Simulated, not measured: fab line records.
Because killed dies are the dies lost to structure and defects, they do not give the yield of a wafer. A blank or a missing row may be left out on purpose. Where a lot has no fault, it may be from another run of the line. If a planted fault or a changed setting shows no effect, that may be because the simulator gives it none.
Chamber matching / flow nand-harc / ald-hk-01 running NHARC_A_CHANNEL_FILL_D2_ALD_25: 4 sister chambers
The step deposits SiOx, target thk 60 nm, pulse time 10 s, ald cycles 600. 4 wafers are shown with their chamber, then 10 later ones without.

WAFERS, EACH WITH ITS CHAMBER
wafer=L085.3; chamber=0; heater-power-w (W)=510
wafer=L085.4; chamber=1; heater-power-w (W)=584
wafer=L090.2; chamber=2; heater-power-w (W)=547
wafer=L090.5; chamber=3; heater-power-w (W)=415

WAFERS WITH NO CHAMBER GIVEN
wafer=L090.6; heater-power-w (W)=503
wafer=L094.4; heater-power-w (W)=540
wafer=L094.3; heater-power-w (W)=414
wafer=L094.6; heater-power-w (W)=508
wafer=L095.4; heater-power-w (W)=550
wafer=L095.1; heater-power-w (W)=528
wafer=L095.5; heater-power-w (W)=420
wafer=L096.2; heater-power-w (W)=405
wafer=L096.3; heater-power-w (W)=543
wafer=L096.6; heater-power-w (W)=505

WHICH CHAMBER EACH ONE RAN IN
wafer=L090.6; from the rows above=0; in truth=0
wafer=L094.4; from the rows above=2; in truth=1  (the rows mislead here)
wafer=L094.3; from the rows above=3; in truth=3
wafer=L094.6; from the rows above=0; in truth=0
wafer=L095.4; from the rows above=2; in truth=2
wafer=L095.1; from the rows above=can't be placed: 0 or 2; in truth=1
wafer=L095.5; from the rows above=3; in truth=3
wafer=L096.2; from the rows above=3; in truth=3
wafer=L096.3; from the rows above=2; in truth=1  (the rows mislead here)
wafer=L096.6; from the rows above=0; in truth=0
Correct placement for 7 of the 10. From these rows, 1 cannot be placed; in 0 the true chamber is one of the candidates. Number placed wrongly: 2.
How it was worked out, from the rows above alone: a wafer's distance from a chamber is the root of the sum, over the readings, of the square of ((its reading less the chamber's mean) divided by the reading's scatter). The wafer belongs to the nearest chamber; if the next one is less than 2 further off, it can't be placed. The mean given for a chamber averages the wafers shown for that chamber. The scatter (one wafer shown for each chamber): square how far every hidden wafer sits from the nearest shown wafer, average those squares and take the square root.
